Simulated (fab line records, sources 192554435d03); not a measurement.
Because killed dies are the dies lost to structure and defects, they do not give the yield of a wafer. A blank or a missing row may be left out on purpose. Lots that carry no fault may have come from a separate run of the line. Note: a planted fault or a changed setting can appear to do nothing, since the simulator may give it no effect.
Matching of chambers	flow n5-finfet	N5_FIN_SAQP_DESCUM_21 on rie-diel-01: 4 sister chambers
The step chemistry O2, time 7.9 s. 14 wafers are shown with their chamber, then 7 later ones without.

## WAFERS, EACH WITH ITS CHAMBER
wafer	chamber	drypump-motor-current-A (A)	showerhead-plenum-p-Torr (Torr)	throttle-valve-pct (%)
L082.2	0	6.2	2.04	20.59
L082.4	2	5.6	2.13	20.24
L082.5	0	6.2	2.05	20.58
L083.2	0	6.2	2.04	20.59
L083.3	3	5.4	2.03	20.61
L083.4	3	5.4	2.03	20.61
L084.4	2	5.6	2.13	20.24
L084.5	0	6.2	2.04	20.60
L084.6	3	5.4	2.03	20.62
L092.1	2	5.6	2.12	20.27
L092.3	1	5.7	2.03	20.16
L092.4	3	5.5	2.03	20.61
L094.1	1	5.7	2.03	20.18
L094.3	2	5.6	2.12	20.30

SIGNATURES (averages over the wafers above)
reading	chamber 0	chamber 1	chamber 2	chamber 3	scatter within a chamber
drypump-motor-current-A	6.200	5.700	5.600	5.425	0.0274
showerhead-plenum-p-Torr	2.0425	2.0300	2.1250	2.0300	0.00418
throttle-valve-pct	20.5900	20.1700	20.2625	20.6125	0.0172
Rule: a wafer lies at a distance from a chamber equal to the root of the sum of squares, over the readings, of (its reading less the chamber's mean, divided by the reading's scatter). If the next closest chamber is less than 2 further off than the closest, the wafer can't be placed; otherwise it belongs to the closest. The scatter: the root of (the sum of the squares of (reading less its chamber's mean) over the shown wafers, divided by (wafers less chambers)).

## WAFERS WITH NO CHAMBER GIVEN
wafer	drypump-motor-current-A (A)	showerhead-plenum-p-Torr (Torr)	throttle-valve-pct (%)
L094.5	5.7	2.03	20.16
L095.4	5.8	2.03	20.17
L095.5	5.6	2.12	20.27
L095.6	5.5	2.02	20.63
L097.2	6.2	2.03	20.64
L097.3	5.4	2.02	20.64
L097.5	5.7	2.03	20.20

## WHICH CHAMBER EACH ONE RAN IN
wafer	from the rows above	in truth
L094.5	1	1
L095.4	1	1
L095.5	2	2
L095.6	3	3
L097.2	0	0
L097.3	3	3
L097.5	1	1
Correct placement for 7 of the 7. From these rows, 0 cannot be placed. 0 placed wrongly.
